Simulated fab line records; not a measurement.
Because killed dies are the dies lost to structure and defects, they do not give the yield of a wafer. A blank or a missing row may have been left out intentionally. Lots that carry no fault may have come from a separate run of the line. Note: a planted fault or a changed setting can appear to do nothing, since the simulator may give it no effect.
fab line records    flow n5Finfet
record: lots: 3  wafers: 9  lastDay: 19
route steps=1938 shown BEOL_M8@1393 BEOL_M9@1401
lots with no fault: from the same line, run without faults
startH: the number of hours between the record's first day and the start of the first shown wafer of the lot    waitH: how many hours have passed since the lot's step before this one    " as in the row above    L1.1+2: several wafers, shown together as one row    - no value, or no start was given    * or withheld: withheld    < > ~ a bound
route shown NAME@n: a module of which the file shows steps, and the number in the route of the first    usual: mean and standard deviation over wafers with no fault    same: alike in all rows    chamber/n: place in a boat    sites: each site's reading    _std_site: standard deviation across them    _edge_site: outer sites' mean less inner sites'    radiusMm: for every site, how far away it sits from the centre of the wafer    mask NAME#n: copy n    behind: the tool/chamber that last shaped the wafer    hold: reason for holding the lot/hours on hold/outcome of the hold    device: the n, p or np transistor that did not switch    end of line: the same wafers' tests at the end of the route    step lacking rows: just its recipe    killed: the dies lost at the first sort to structure and to defects; this is not the yield of the wafer    map: dies across one wafer; x = killed, . = not, _ = none there
set.NAME: setting as actually run; set.NAME@STEP: the setting as run at that earlier step    model.NAME: the simulator's own value behind a step, which no gauge read
certain route steps with their lots: each step a table, each wafer a row
services: a tool's chamber out of use, with start hour (startH, from the record's first day; less than 0 if before it), hours out, and reason
== steps ==
step: N5_BEOL_M8_ECD_50
recipe: material: Cu  targetThkA: 3000
step: N5_BEOL_M8_ANNEAL_51
recipe: tempC: 225  timeS: 90  ambient: N2
step: N5_BEOL_M8_CMP_52
recipe: stopOn: SiCOH_lowk  tOverpolishS: 6.9  downForcePsi: 1  platenRpm: 50  clearingPlatenDownForcePsi: 1.5  clearingPlatenRpm: 50  postCmpClean: cuAlkaline  targetThkNm: 80  clearingPlatenPadVelocityMS: 0.99484  padVelocityMS: 0.99484
step: N5_BEOL_M8_PRE_CLEAN_55
recipe: gas: NH3  timeS: 15  tempC: withheld  rfPowerW: 300
step: N5_BEOL_M8_DEP_56
recipe: material: SiCN  targetThkA: 100  tempC: withheld  precursor: 3MS/NH3  pressureTorr: 3  rfW: 202  timeS: 17.5
step: N5_BEOL_M9_ILD_DEP_00
recipe: material: SiCOH_lowk  targetThkA: 3085.1  tempC: 300  precursor: DEMS/porogen  pressureTorr: 5  rfW: 500  timeS: 58
step: N5_BEOL_M9_CURE_71
recipe: tempC: 385  timeS: 240  ambient: He/Ar  material: SiCOH_lowk
step: N5_BEOL_M9_PECVD_70
recipe: material: SiO2  targetThkA: 200  tempC: 400  precursor: TEOS/O2  pressureTorr: 5.5  rfW: 450  teosFlowSccm: 53.8  gas: O2  flowSccm: 3000  timeS: 22.7
step: N5_BEOL_M9_HM_DEP_02
recipe: material: TiN  targetThkA: 200  tempC: 25  chamberPressurePa: 0.49996
usual: throttleValvePct: 30.9/1.1
lot.wafer  tool           chamber  startH  waitH  throttleValvePct  model.TiN_of_BEOL_M9_HM_DEP_02.thkNm
L396.3     pvdSputter-01  -        287.87  1.1    31.3              10.8
L396.4     "              -        "       "      32.7              20.2
L396.5     "              -        "       "      31.0              20.4
L401.1     pvdSputter-02  -        306.67  1.8    29.8              20.2
L401.5     "              -        "       "      31.5              20.2
L401.6     "              -        "       "      30.7              20
L405.1     pvdSputter-01  -        396.82  1.8    31.1              20
L405.4     "              -        "       "      31.3              19.8
L405.5     "              -        "       "      31.0              20
step: N5_BEOL_M9_COAT_59
recipe: resist: SOC  tempC: 250  timeS: 60  spinRpm: 1500  resistThkNm: 100
step: N5_BEOL_M9_COAT_60
recipe: resist: SiARC  tempC: 220  timeS: 60  spinRpm: 1500  resistThkNm: 30
step: N5_BEOL_M9_COAT_05
recipe: resist: CAR-ArF  spinRpm: 1500  resistThkNm: 90
step: N5_BEOL_M9_EBR_07
recipe: solvent: PGMEA  ebrWidthMm: 1.5
step: N5_BEOL_M9_SOFTBAKE_06
recipe: tempC: 110  timeS: 60  resist: CAR-ArF
step: N5_BEOL_M9_EXPOSE_08
recipe: maskId: M9  na: 1.35  sourceShape: dipole  sigmaInner: 0.411  sigmaOuter: 0.611  polarization: te  doseMj: 53.75
step: N5_BEOL_M9_PEB_09
recipe: pebTempC: withheld  pebTimeS: 60  resist: CAR-ArF
step: N5_BEOL_M9_DEVELOP_10
recipe: developTimeS: 30  developer: TMAH  resist: CAR-ArF  rinseLiquid: diw  dry: airSpin  devTempC: 23
step: N5_BEOL_M9_DESCUM_16
recipe: chemistry: O2  timeS: 7.9  sourcePowerW: 50  biasPowerW: 20  pressureMtorr: 20  rfFrequencyHz: 2.712e+07  tempC: 40  resist: CAR-ArF  o2FlowSccm: 225
step: N5_BEOL_M9_ETCH_61
recipe: chemistry: CF4  target: SiARC  targetDepthA: 390  maskMaterial: CAR-ArF  timeS: 65  ionEnergyEv: 80  pressureMtorr: 40  sourceW: 545  biasW: 36  Ar_flow_sccm: 100  cf4FlowSccm: 100  ends: cleared
step: N5_BEOL_M9_ETCH_62
recipe: chemistry: N2/H2  target: SOC  targetDepthA: 1100  overetchA: 220  maskMaterial: SiARC  tempC: 40  timeS: 165  ionEnergyEv: 200  pressureMtorr: 30  sourceW: 840  biasW: 150  n2FlowSccm: 200  h2FlowSccm: 200
step: N5_BEOL_M9_STRIP_68
recipe: chemistry: N2/H2  tempC: 40  n2FlowSccm: 200  h2FlowSccm: 200  rfFrequencyHz: 6e+07
step: N5_BEOL_M9_STRIP_67
recipe: chemistry: CF4  resist: SiARC  powerW: 300  biasPowerW: 75  pressureMtorr: 50  cf4FlowSccm: 150  rfFrequencyHz: 6e+07
step: N5_BEOL_M9_HM_OPEN_17
recipe: chemistry: Cl2/BCl3  targetDepthA: 200  overetchA: 60  target: TiN  maskMaterial: SOC  ionEnergyEv: 150  pressureMtorr: 10  icpW: 1000  biasW: 126  Cl2_flow_sccm: 53.25  bcl3FlowSccm: 21.75  Ar_flow_sccm: 25
usual: drypumpMotorCurrentA: 6.00/0.24  oesProductAu: 0.69/0.078  throttleValvePct: 22.05/0.15
lot.wafer  tool         chamber  startH  waitH  drypumpMotorCurrentA  oesProductAu  rfHoursCounterH  throttleValvePct  model.etch.depthNm
L396.3     rieMetal-02  1        288.87  0.1    6.30                  0.41          -                22.20             10.89
L396.4     "            0        "       "      5.63                  0.74          -                22.11             20.26
L396.5     "            1        "       "      6.27                  0.56          -                21.92             20.37
L401.1     rieMetal-01  1        307.52  0.0    6.41                  0.60          69               21.87             20.14
L401.5     "            1        "       "      6.36                  0.59          -                21.87             20.24
L401.6     "            0        "       "      5.92                  0.76          -                22.04             19.95
L405.1     rieMetal-03  1        397.80  0.0    6.00                  0.71          18               21.98             20.03
L405.4     "            0        "       "      5.84                  0.66          -                22.29             19.87
L405.5     "            0        "       "      5.85                  0.67          -                22.32             20.05
step: N5_BEOL_M9_STRIP_19
recipe: chemistry: O2  powerW: 400  tempC: 40  pressureMtorr: 30  rfFrequencyHz: 6e+07  biasPowerW: 0  overashFraction: 0.2  o2FlowSccm: 225
step: N5_BEOL_M9_COAT_63
recipe: resist: SOC  tempC: 250  timeS: 60  spinRpm: 1500  resistThkNm: 60
step: N5_BEOL_M9_COAT_64
recipe: resist: SiARC  tempC: 220  timeS: 60  spinRpm: 1500  resistThkNm: 12
step: N5_BEOL_M9_COAT_75
recipe: resist: underlayer  tempC: 205  timeS: 60  spinRpm: 1500  resistThkNm: 5
step: N5_BEOL_M9_COAT_22
recipe: resist: CAR-EUV  spinRpm: 1500  resistThkNm: 30
step: N5_BEOL_M9_EBR_24
recipe: solvent: PGMEA  ebrWidthMm: 1.5
step: N5_BEOL_M9_SOFTBAKE_23
recipe: tempC: 110  timeS: 60  resist: CAR-EUV
step: N5_BEOL_M9_EXPOSE_25
recipe: maskId: V8  na: 0.33  sourceShape: annular  sigmaInner: 0.4  sigmaOuter: 0.8  polarization: unpolarized  doseMj: 37.25
step: N5_BEOL_M9_PEB_26
recipe: pebTempC: 100  pebTimeS: 60  resist: CAR-EUV
step: N5_BEOL_M9_DEVELOP_27
recipe: developTimeS: 30  developer: TMAH  resist: CAR-EUV  rinseLiquid: surfactantRinse  dry: airSpin  devTempC: 23
step: N5_BEOL_M9_TRENCH_ETCH_37
recipe: chemistry: C4F6/O2  targetDepthA: 1514.3  target: SiCOH_lowk  timeS: 49  ionEnergyEv: 250  pressureMtorr: 30  sourceW: 345  biasW: 185  Ar_flow_sccm: 300  C4F6_flow_sccm: 10  O2_flow_sccm: 10
usual: drypumpMotorCurrentA: 5.5/0.51  oesProductAu: 0.78/0.073  rfVppV: 665/10  showerheadPlenumPTorr: 2.86/0.066  throttleValvePct: 20.95/0.19
lot.wafer  tool        chamber  startH  waitH  drypumpMotorCurrentA  oesProductAu  rfHoursCounterH  rfVppV  showerheadPlenumPTorr  throttleValvePct  model.TiN_of_BEOL_M9_HM_DEP_02.thkNm
L396.3     rieDiel-04  0        -       -      5.1                   0.76          126              657     2.86                   20.94             6.6
L396.4     "           3        "       "      5.3                   0.79          85               653     2.89                   21.03             16
L396.5     "           0        "       "      5.2                   0.77          -                658     2.85                   20.94             16.2
L401.1     rieDiel-06  0        -       -      4.9                   0.90          14               656     2.81                   20.45             16
L401.5     "           0        "       "      4.9                   0.91          -                655     2.81                   20.46             16
L401.6     "           3        "       "      6.3                   0.88          -                662     2.79                   20.89             15.6
L405.1     rieDiel-02  3        -       -      5.0                   0.70          229              671     2.94                   20.93             16
L405.4     "           2        "       "      6.4                   0.84          68               671     2.91                   21.07             15.6
L405.5     "           3        "       "      5.0                   0.71          -                671     2.94                   20.92             16
== services ==
tool           chamber  startH  hours  kind
pvdSputter-02  -        269.38  29.2   repair
rieDiel-06     1        295.74  3.9    repair
rieDiel-06     1        303.97  8.4    repair
rieMetal-02    -        314.27  1.4    pm
rieDiel-06     0        337.93  3.2    repair
rieDiel-04     3        342.35  3.4    repair
rieDiel-02     0        344.87  -      clean
rieDiel-02     0        344.87  -      consumableReplace:focusRing
rieDiel-02     0        344.87  15.9   scheduledDown
rieDiel-02     0        344.87  15.9   ventCycle
rieDiel-02     3        347.28  2.8    repair
rieMetal-02    1        356.98  -      clean
rieMetal-02    1        356.98  15.5   scheduledDown
rieMetal-02    1        356.98  15.5   ventCycle
rieDiel-04     0        359.94  1.7    repair
rieMetal-02    0        386.39  3.0    repair
pvdSputter-02  -        394.55  4.0    repair
rieDiel-04     3        395.94  23.0   repair
== key ==
firstSign none at tools or gauges
modelEffect: step: N5_BEOL_M9_HM_DEP_02  value: TiN_of_BEOL_M9_HM_DEP_02.thkNm  without: 20.4  struck: 10.8
modelEffect: step: N5_BEOL_M9_HM_OPEN_17  value: etch.depthNm  without: 20.38  struck: 10.89
modelEffect: step: N5_BEOL_M9_TRENCH_ETCH_37  value: TiN_of_BEOL_M9_HM_DEP_02.thkNm  without: 16.2  struck: 6.6
metAt N5_BEOL_M9_HM_DEP_02
struckWafers L396.3
fault: kind: processParameterDrift  tool: pvdSputter-01  chamber: -  onsetH: 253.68  steps: N5_BEOL_M9_HM_DEP_02  channel: targetThkA  offset: *  shape: step  endH: 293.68  scope: struckWafersOnly  actsIn: *  stated: *
